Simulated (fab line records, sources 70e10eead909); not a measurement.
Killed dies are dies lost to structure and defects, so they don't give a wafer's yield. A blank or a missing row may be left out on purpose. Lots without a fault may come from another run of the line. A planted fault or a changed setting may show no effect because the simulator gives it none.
fab line records | flow nand_harc | part 2 of 2: steps 29 to 44 of 44
record lots=5 wafers=15 last_day=32
route steps=1302 shown P_CONTACT@251 P_M0@253 P_M1@285
lots that met no fault: from a run of the same line without faults
start_h: hours from the record's first day to the start of the lot's first wafer shown | wait_h: hours since the lot's step before | " the same as in the row above | L1.1+2: a row that stands for several wafers | - no value, or no start given | * or withheld: withheld | < > ~ a bound
route shown NAME@n: a module of which the file shows steps, and the number in the route of the first | usual: mean/standard deviation of fault-free wafers | same: alike in all rows | chamber/n: place in a boat | sites: the reading at each site | _std_site: their standard deviation | _edge_site: outer sites' mean less inner sites' | radius_mm: how far each site lies from the wafer's centre | mask NAME#n: copy n | behind: the tool/chamber that last shaped the wafer | hold: why the lot was held/for how many hours/how that ended | device: the transistor (n, p or np) that didn't switch | end of line: the same wafers' tests at the end of the route | a step without rows: its recipe alone | killed: dies lost to structure and defects at the first sort, not the wafer's yield | map: a wafer's dies, x killed, . not, _ none there
set.NAME: the setting as run; set.NAME@STEP: as run at that earlier step | model.NAME: the simulator's own value behind a step, which no gauge read
lots at some steps of the route; a table a step, a row a wafer
services: from which hour (start_h, from the record's first day; less than 0 if before it) a tool's chamber was out of use, for how many hours, and why
## steps
# step NHARC_P_M0_THK_MEAS_24
# recipe thk_meas_gauge=xrf
# usual thk_nm=117.6/1.4
# columns lot.wafer tool chamber start_h wait_h thk_nm
L074.1 film_metro-01 - 129.01 - 117.4
L074.2 " - " " 119.5
L074.5 " - " " 118.5
L077.1 film_metro-02 - 162.86 - 117.3
L077.2 " - " " 117.6
L077.4 " - " " 117.0
L085.2 film_metro-02 - 230.93 - 117.3
L085.5 " - " " 117.1
L085.6 " - " " 117.0
L092.2 film_metro-02 - 304.03 - 117.1
L092.3 " - " " 113.9
L092.6 " - " " 116.7
L094.1 film_metro-02 - 323.91 - 118.5
L094.5 " - " " 116.0
L094.6 " - " " 119.3
# step NHARC_P_M0_SRD_25
# columns lot.wafer tool chamber start_h wait_h
L074.5+1+2 wet_bench-10 2,3,5 129.05 0.0
L077.2+1+4 wet_bench-08 0,2,3 162.90 0.0
L085.6+5+2 wet_bench-08 2,3,4 230.97 0.0
L092.2+6+3 wet_bench-08 0,4,5 304.07 0.0
L094.5+1+6 wet_bench-10 2,6,7 323.96 0.0
# step NHARC_P_M0_INSPECT_27
# usual raw_defect_count=314/120
# columns lot.wafer tool chamber start_h wait_h raw_defect_count
L074.1 defect_inspect-02 - 129.16 0.0 246
L074.2 " - " " 301
L074.5 " - " " 233
L077.1 defect_inspect-02 - 163.01 0.0 215
L077.2 " - " " 250
L077.4 " - " " 288
L085.2 defect_inspect-01 - 231.09 0.0 405
L085.5 " - " " 275
L085.6 " - " " 257
L092.2 defect_inspect-02 - 304.19 0.0 113
L092.3 " - " " 240
L092.6 " - " " 200
L094.1 defect_inspect-02 - 324.07 0.0 283
L094.5 " - " " 696
L094.6 " - " " 325
# step NHARC_P_M0_PRE_CLEAN_31
# recipe time_s=12 temp_c=370 rf_power_w=300 gas=NH3
# usual heater_power_w=648/70
# columns lot.wafer tool chamber start_h wait_h heater_power_w
L074.2 pecvd-04 0 129.23 0.1 553
L074.1 " 1 " " 699
L074.5 " 1 " " 677
L077.2 pecvd-01 2 163.08 0.1 682
L077.1 " 0 " " 598
L077.4 " 0 " " 580
L085.2 pecvd-04 2 231.18 0.1 785
L085.5 " 0 " " 633
L085.6 " 1 " " 620
L092.3 pecvd-02 0 304.25 0.1 523
L092.2 " 2 " " 595
L092.6 " 2 " " 599
L094.1 pecvd-04 1 324.14 0.1 671
L094.5 " 2 " " 720
L094.6 " 0 " " 669
# step NHARC_P_M0_DEP_32
# recipe target_thk_a=300 temp_c=370 target_thk_nm=30 pressure_torr=3 flow_sccm=200 rf_w=450 material=SiCN
# usual heater_power_w=593/76
# columns lot.wafer tool chamber start_h wait_h heater_power_w
L074.2 pecvd-04 0 129.31 0.1 613
L074.1 " 1 " " 624
L074.5 " 1 " " 625
L077.2 pecvd-01 2 163.16 0.1 624
L077.1 " 0 " " 565
L077.4 " 0 " " 552
L085.2 pecvd-04 2 231.32 0.1 748
L085.5 " 0 " " 601
L085.6 " 1 " " 663
L092.3 pecvd-02 0 304.33 0.1 423
L092.2 " 2 " " 538
L092.6 " 2 " " 552
L094.1 pecvd-04 1 324.22 0.1 645
L094.5 " 2 " " 582
L094.6 " 0 " " 583
# step NHARC_P_M1_DEP_00
# recipe target_thk_a=1825 target_thk_nm=182.5 temp_c=withheld pressure_torr=5 flow_sccm=200 rf_w=600 material=SiOC
# columns lot.wafer tool chamber start_h wait_h
L074.1+2+5 pecvd-01 2,0,1 129.73 -
L077.1+2+4 pecvd-04 2,0,1 163.61 -
L085.2+5+6 pecvd-04 2,0,2 - -
L092.3+2+6 pecvd-04 1,0,0 304.75 -
L094.1+5+6 pecvd-02 1,0,1 324.67 -
# step NHARC_P_M1_DEHYDRATE_01
# recipe temp_c=150 time_s=120
# columns lot.wafer tool chamber start_h wait_h
L074.1+2+5 litho_track-06 0 130.13 -
L077.1+2+4 litho_track-01 0 163.97 -
L085.2+5+6 litho_track-06 0 232.03 -
L092.2+3+6 litho_track-04 0 305.15 -
L094.1+5+6 litho_track-01 0 325.04 -
# step NHARC_P_M1_HMDS_02
# recipe time_s=30
# columns lot.wafer tool chamber start_h wait_h
L074.1+2+5 litho_track-06 0 - -
L077.1+2+4 litho_track-01 0 - -
L085.2+5+6 litho_track-06 0 - -
L092.2+3+6 litho_track-04 0 - -
L094.1+5+6 litho_track-01 0 - -
# step NHARC_P_M1_COAT_34
# recipe temp_c=200 time_s=65
# columns lot.wafer tool chamber start_h wait_h
L074.1+2+5 litho_track-06 0 - -
L077.1+2+4 litho_track-01 0 - -
L085.2+5+6 litho_track-06 0 - -
L092.2+3+6 litho_track-04 0 - -
L094.1+5+6 litho_track-01 0 - -
# step NHARC_P_M1_COAT_03
# recipe spin_rpm=1500 resist_thk_nm=90
# usual dispense_pressure_kPa=54/5.3
# columns lot.wafer tool chamber start_h wait_h dispense_pressure_kPa
L074.1 litho_track-06 0 - - 57
L074.2 " 0 " " 58
L074.5 " 0 " " 58
L077.1 litho_track-01 0 - - 58
L077.2 " 0 " " 58
L077.4 " 0 " " 58
L085.2 litho_track-06 0 - - 58
L085.5 " 0 " " 57
L085.6 " 0 " " 57
L092.2 litho_track-04 0 - - 46
L092.3 " 0 " " 46
L092.6 " 0 " " 46
L094.1 litho_track-01 0 - - 58
L094.5 " 0 " " 58
L094.6 " 0 " " 58
# step NHARC_P_M1_SOFTBAKE_04
# recipe temp_c=105 time_s=55
# columns lot.wafer tool chamber start_h wait_h
L074.1+2+5 litho_track-06 0 - -
L077.1+2+4 litho_track-01 0 - -
L085.2+5+6 litho_track-06 0 - -
L092.2+3+6 litho_track-04 0 - -
L094.1+5+6 litho_track-01 0 - -
# step NHARC_P_M1_EBR_05
# columns lot.wafer tool chamber start_h wait_h
L074.1+2+5 litho_track-06 0 - -
L077.1+2+4 litho_track-01 0 - -
L085.2+5+6 litho_track-06 0 - -
L092.2+3+6 litho_track-04 0 - -
L094.1+5+6 litho_track-01 0 - -
# step NHARC_P_M1_EXPOSE_06
# recipe na=1.35 target_cd_nm=130 dose_mj=81.88 mask_id=P_M1
# columns lot.wafer tool chamber start_h wait_h mask
L074.1+2+5 arfi_scanner-02 0 130.42 - P_M1#0
L077.1+2+4 arfi_scanner-01 0 164.26 - P_M1#0
L085.2+5+6 arfi_scanner-01 0 232.20 - P_M1#0
L092.2+3+6 arfi_scanner-01 0 305.45 - P_M1#0
L094.1+5+6 arfi_scanner-03 0 325.33 - P_M1#0
# step NHARC_P_M1_PEB_07
# recipe peb_temp_c=100 peb_time_s=65
# columns lot.wafer tool chamber start_h wait_h
L074.1+2+5 litho_track-01 0 130.48 0.1
L077.1+2+4 litho_track-01 0 164.32 0.1
L085.2+5+6 litho_track-04 0 232.26 0.1
L092.2+3+6 litho_track-06 0 305.50 0.1
L094.1+5+6 litho_track-04 0 325.39 0.1
# step NHARC_P_M1_DEVELOP_08
# recipe develop_time_s=35 dev_temp_c=23
# usual developer_temp_C=23.02/0.1
# columns lot.wafer tool chamber start_h wait_h developer_temp_C
L074.1 litho_track-01 0 - - 23.08
L074.2 " 0 " " 23.03
L074.5 " 0 " " 23.04
L077.1 litho_track-01 0 - - 22.96
L077.2 " 0 " " 23.04
L077.4 " 0 " " 22.97
L085.2 litho_track-04 0 - - 23.10
L085.5 " 0 " " 22.97
L085.6 " 0 " " 23.01
L092.2 litho_track-06 0 - - 23.20
L092.3 " 0 " " 23.08
L092.6 " 0 " " 22.87
L094.1 litho_track-04 0 - - 22.87
L094.5 " 0 " " 22.86
L094.6 " 0 " " 22.88
# step NHARC_P_M1_CD_MEAS_09
# recipe target_cd_nm=130 landing_energy_ev=500
# usual cd_nm=130.1/0.62
# columns lot.wafer tool chamber start_h wait_h cd_nm
L074.1 cd_sem-03 0 130.56 - 129.6
L074.2 " 0 " " 130.2
L074.5 " 0 " " 129.2
L077.1 cd_sem-01 0 164.40 - 129.5
L077.2 " 0 " " 130.6
L077.4 " 0 " " 129.5
L085.2 cd_sem-02 0 232.34 - 129.8
L085.5 " 0 " " 130.1
L085.6 " 0 " " 130.2
L092.2 cd_sem-02 0 305.58 - 130.1
L092.3 " 0 " " 130.3
L092.6 " 0 " " 129.8
L094.1 cd_sem-02 0 325.47 - 130.6
L094.5 " 0 " " 129.8
L094.6 " 0 " " 130.5
## services
# columns tool chamber start_h hours kind
rie_diel-03 - 104.38 9.0 pm
arfi_scanner-01 - 107.77 4.0 pm
cmp-04 - 111.37 4.0 pm
rie_diel-07 - 117.20 9.0 pm
rie_diel-03 0 119.51 4.2 repair
pecvd-01 - 130.12 13.0 pm
litho_track-01 - 155.00 7.0 pm
rie_diel-07 2 163.60 20.6 repair
rie_diel-03 2 166.22 3.8 repair
pvd_sputter-03 - 170.00 10.0 pm
rie_diel-07 - 174.84 1.2 repair
rie_diel-03 - 176.25 0.3 repair
litho_track-06 - 179.00 7.0 pm
rie_diel-03 - 194.11 12.6 repair
litho_track-04 - 203.00 7.0 pm
rie_diel-07 - 205.51 1.2 repair
rie_diel-03 3 266.34 8.9 repair
pecvd-04 - 269.14 13.0 pm
rie_diel-03 0 271.98 3.5 repair
rie_diel-03 - 281.39 9.0 pm
rie_diel-03 - 292.01 0.6 repair
rie_diel-07 - 294.27 9.0 pm
rie_diel-07 0 308.65 4.3 repair
pvd_sputter-03 - 314.12 4.6 repair
